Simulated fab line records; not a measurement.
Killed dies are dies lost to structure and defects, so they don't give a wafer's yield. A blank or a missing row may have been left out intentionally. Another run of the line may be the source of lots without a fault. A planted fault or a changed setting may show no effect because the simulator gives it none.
Struck lot and sound lot, side by side | flow n5 finfet | 37 steps out of a route of 1938
Sound: wafers L734.2, L734.4, L734.6. Wafers L736.1, L736.2, L736.6 were the ones struck. The cause is given at the end.
Per side, at each step with rows, come the tool, then ch with its chambers, and then its first start. Under that, the readings that differ: sound wafers | struck wafers | difference of the means | sigmas: that difference in standard deviations of wafers without a fault.
alike: a reading whose means differ by less than 2 such deviations, as well as words and numbers matching on both sides. not compared: withheld readings; readings where some wafer has no value; bounds like >300 that might hide an equal value; numbers whose values overlap and for which the record gives no deviation.
A row with sigmas, a row that says differs or no value, or rows on one side alone: a step with any of these is where the two part. Numbers that have no deviation but don't overlap get no sigmas and don't part them. A reading that every wafer of one side lacks parts them only if that side has two wafers or more.

first, 9 steps without rows for these wafers: N5_BEOL_M4_ANNEAL_95 (time 240 s); N5_BEOL_M4_SPUTTER_96 (material Cu, target thk 4.5 nm, time 8.29 s); N5_BEOL_M4_ECD_50 (material Cu, target thk 300 nm); N5_BEOL_M4_ANNEAL_51 (time 90 s); N5_BEOL_M4_CMP_52 (polishes, stops on SiOC, t overpolish 6.8 s, target thk 40 nm); N5_BEOL_M4_PRE_CLEAN_60 (time 15 s); N5_BEOL_M4_CO_CAP_55 (material Co, precursor CCTBA/H2, target thk 2 nm, time 102.1 s); N5_BEOL_M4_PRE_CLEAN_56 (time 15 s); N5_BEOL_M4_DEP_57 (deposits SiCN from 3MS/NH3, target thk 8 nm, time 14 s).
N5_BEOL_M4_RC_MEAS_101:
  sound on prober-02 ch 0, day 10 08:28; struck on prober-02 ch 0, day 10 20:58
  alike: DIBL_N, DIBL_P, IOFF_N, IOFF_P, ION_N, ION_P, SS_N, SS_P, VT_N, VT_P
then, 24 steps without rows for these wafers: N5_BEOL_M5_ILD_DEP_00 (deposits SiCOH lowk from DEMS/porogen, target thk 140.64 nm, time 25.9 s); N5_BEOL_M5_CURE_79 (cures SiCOH lowk, time 240 s); N5_BEOL_M5_PECVD_70 (deposits SiO2 from TEOS/O2, target thk 16 nm, time 18 s); N5_BEOL_M5_HM_DEP_02 (deposits TiN, target thk 20 nm); N5_BEOL_M5_COAT_59 (time 60 s, resist thk 60 nm); N5_BEOL_M5_COAT_60 (time 60 s, resist thk 12 nm); N5_BEOL_M5_COAT_71 (time 60 s, resist thk 5 nm); N5_BEOL_M5_COAT_05 (resist thk 30 nm); N5_BEOL_M5_EBR_07; N5_BEOL_M5_SOFTBAKE_06 (time 60 s); N5_BEOL_M5_EXPOSE_08 (exposes mask M5, target cd 28 nm); N5_BEOL_M5_PEB_09 (peb time 60 s); N5_BEOL_M5_DEVELOP_10 (develop time 30 s); N5_BEOL_M5_DESCUM_16 (chemistry O2, time 7 s); N5_BEOL_M5_ETCH_72 (etches underlayer in N2/H2, target depth 6.5 nm, time 5.2 s); N5_BEOL_M5_ETCH_61 (etches SiARC in CF4, target depth 15.6 nm, time 26 s); N5_BEOL_M5_ETCH_62 (etches SOC in N2/H2, target depth 75 nm, overetch 15 nm, time 112.5 s); N5_BEOL_M5_STRIP_63 (strips in N2/H2); N5_BEOL_M5_STRIP_73 (strips in N2/H2); N5_BEOL_M5_STRIP_64 (strips in CF4); N5_BEOL_M5_HM_OPEN_17 (chemistry Cl2/BCl3, target TiN, target depth 20 nm, overetch 6 nm); N5_BEOL_M5_STRIP_19 (strips in O2); N5_BEOL_M5_COAT_65 (time 60 s, resist thk 60 nm); N5_BEOL_M5_COAT_66 (time 60 s, resist thk 12 nm).
-- a jump in the record: the struck wafers' starts before and after are 3 days apart (it breaks off in module BEOL_M5 and resumes in module BEOL_M14, where the first step shown is number 1762 of the route) --
N5_BEOL_M14_SPUTTER_43: material TaN, target thk 15 nm, time 24.19 s.
  sound on pvd sputter-03, day 13 14:59; struck on pvd sputter-01, day 14 04:38
  no value came back on the struck wafers for bias v (V), cathode dc power W (W), throttle valve pct (%); on the sound wafers bias v (V) reads 169.0 165.9 164.9
N5_BEOL_M14_CMP_49: polishes, stops on SiO2, t overpolish 5.2 s, target thk 560 nm.
  sound on cmp-03 ch 0,1,2, day 13 16:44; struck on cmp-02 ch 1,2, day 14 05:26
  reading                      | sound             | struck         | difference | sigmas
  barrier field endpoint s (s) | 11.44 11.30 11.59 | 5.73 5.78 5.70 | -5.71      | -25
  alike: clearing platen down force psi, motor current A
  not compared: model.Cu_of_BEOL_M14_ECD_47.thk nm
N5_PASSIVATION_PROBE_49:
  record: rows for the struck wafers here (prober-02, day 15 00:17), none for the sound ones

WHERE THEY PART
First at N5_BEOL_M14_SPUTTER_43; last, within this record, at N5_PASSIVATION_PROBE_49.

WHY: whatever the simulator had introduced
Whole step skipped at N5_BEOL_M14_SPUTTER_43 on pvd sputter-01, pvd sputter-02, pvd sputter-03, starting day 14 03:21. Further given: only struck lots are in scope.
